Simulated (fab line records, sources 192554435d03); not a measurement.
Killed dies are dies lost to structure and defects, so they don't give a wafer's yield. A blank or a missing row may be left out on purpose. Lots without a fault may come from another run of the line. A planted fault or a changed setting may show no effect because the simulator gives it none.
Chamber matching | flow n5_finfet | N5_MOL_CONTACT_COAG_ETCH_48 on rie_diel-05: 4 sister chambers
The step etches SiOC in C4F6/O2, target depth 15 nm, overetch 4.5 nm, time 17 s. 4 wafers are shown with their chamber, then 10 later ones without.

WAFERS WITH THEIR CHAMBER
wafer  | chamber | drypump_motor_current_A (A)
L083.3 | 3       | 6.6
L083.4 | 2       | 5.8
L091.1 | 1       | 5.4
L091.2 | 0       | 6.3

WAFERS WITHOUT THEIR CHAMBER
wafer  | drypump_motor_current_A (A)
L091.3 | 5.8
L093.1 | 5.4
L093.4 | 6.6
L093.5 | 5.7
L094.1 | 6.6
L094.5 | 6.3
L094.6 | 5.4
L095.4 | 6.3
L095.5 | 6.6
L095.6 | 6.3

WHICH CHAMBER EACH WENT THROUGH
wafer  | from the rows above | in truth
L091.3 | 2                   | 2
L093.1 | 1                   | 1
L093.4 | 3                   | 3
L093.5 | 2                   | 2
L094.1 | 3                   | 3
L094.5 | 0                   | 0
L094.6 | 1                   | 1
L095.4 | 0                   | 0
L095.5 | 3                   | 3
L095.6 | 0                   | 0
Placed correctly: 10 of 10. Can't be placed from these rows: 0. Placed wrongly: 0.
How it was worked out, from the rows above alone: a wafer's distance from a chamber is the root of the sum, over the readings, of the square of ((its reading less the chamber's mean) divided by the reading's scatter). The wafer belongs to the nearest chamber; if the next one is less than 2 further off, it can't be placed. A chamber's mean is the mean of its shown wafers. The scatter: with one shown wafer a chamber, the root of the mean of the squares of how far each hidden wafer lies from its nearest shown one.
